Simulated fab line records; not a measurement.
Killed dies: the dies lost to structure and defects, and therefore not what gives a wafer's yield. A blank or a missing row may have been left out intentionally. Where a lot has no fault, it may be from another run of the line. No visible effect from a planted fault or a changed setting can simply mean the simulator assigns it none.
The tool behind it: which one? -- flow nandHarc -- 33 wafers from 11 lots sampled at 2 of the route's 1302 steps

== WHAT THE GAUGES READ, wafer by wafer ==
NHARC_P_ZERO_WELL_CD_MEAS_11: target cd 500 nm.
lot,measured,on,cdNm (nm)
L743,day 2 07:16,cdSem-02,499.5 501.6 501.0
L744,day 2 17:15,cdSem-03,498.9 501.8 501.2
L745,day 3 03:14,cdSem-03,496.8 500.4 500.0
L746,day 3 13:07,cdSem-01,499.8 500.8 501.1
L750,day 5 05:16,cdSem-03,501.5 498.3 500.8
L751,day 5 15:14,cdSem-01,502.4 502.0 500.3
L755,day 7 07:15,cdSem-01,498.9 500.4 503.6
L757,day 8 03:14,cdSem-01,500.7 501.5 498.8
L760,day 9 09:14,cdSem-02,444.6 446.6 443.1 444.9 446.8 443.1
L763,day 10 15:14,cdSem-02,456.3 456.7 455.7 456.4 456.9 455.4
L765,day 11 11:14,cdSem-01,465.8 466.4 468.7 465.5 466.8 468.6

== EACH LOT AND THE TOOL THAT RAN IT (in order: tool; ch and the chambers of the sampled wafers; start) ==
lot,NHARC_P_ZERO_WELL_EXPOSE_08
L743,"krfScanner-01 ch 0, day 2 07:06"
L744,"krfScanner-02 ch 0, day 2 17:06"
L745,"krfScanner-01 ch 0, day 3 03:05"
L746,"krfScanner-01 ch 0, day 3 12:58"
L750,"krfScanner-03 ch 0, day 5 05:06"
L751,"krfScanner-01 ch 0, day 5 15:05"
L755,"krfScanner-01 ch 0, day 7 07:06"
L757,"krfScanner-01 ch 0, day 8 03:05"
L760,"krfScanner-01 ch 0, day 9 09:05"
L763,"krfScanner-01 ch 0, day 10 15:05"
L765,"krfScanner-01 ch 0, day 11 11:05"
- NHARC_P_ZERO_WELL_EXPOSE_08: exposes mask P ZERO, target cd 500 nm.

== THE ANSWER, worked out from the rows above alone ==
Rule: usual is defined by the lots themselves. The widest of any qualifying gaps counts: lots, ordered by their means at a reading, are off when they make up no more than a third of the lots, leave a main group of 4 or more, and stand apart from it by 3 or more times the standard deviation of that group's means. A main group whose means are all the same, to the digits that the tables above print for the reading, isn't used. Also off: a lot with no number at a reading for which 4 or more lots have one. All remaining lots with rows at the step are treated as sound.
Off at NHARC_P_ZERO_WELL_CD_MEAS_11 (cdNm): L760, L763, L765. The main group has a mean of 500.5 nm with a standard deviation of 0.67.
A tool fits if, at a process step before that reading, it ran every lot that is off, and no sound lot after the first of them. Gauges at NHARC_P_ZERO_WELL_CD_MEAS_11: tried the same way as those tools. One candidate fits, namely krfScanner-01 at NHARC_P_ZERO_WELL_EXPOSE_08. Its last sound lot is L757 (day 8 03:05), its first lot that is off L760 (day 9 09:05): a fault that began between those two fits.

== WHAT WAS PUT IN BY THE SIMULATOR ==
Drift in process parameters on krfScanner-01 at NHARC_P_ZERO_WELL_EXPOSE_08, starting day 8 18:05. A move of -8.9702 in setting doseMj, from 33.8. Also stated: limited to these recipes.
Shown lots that were struck: L760, L763, L765. Same finding as the rule above.
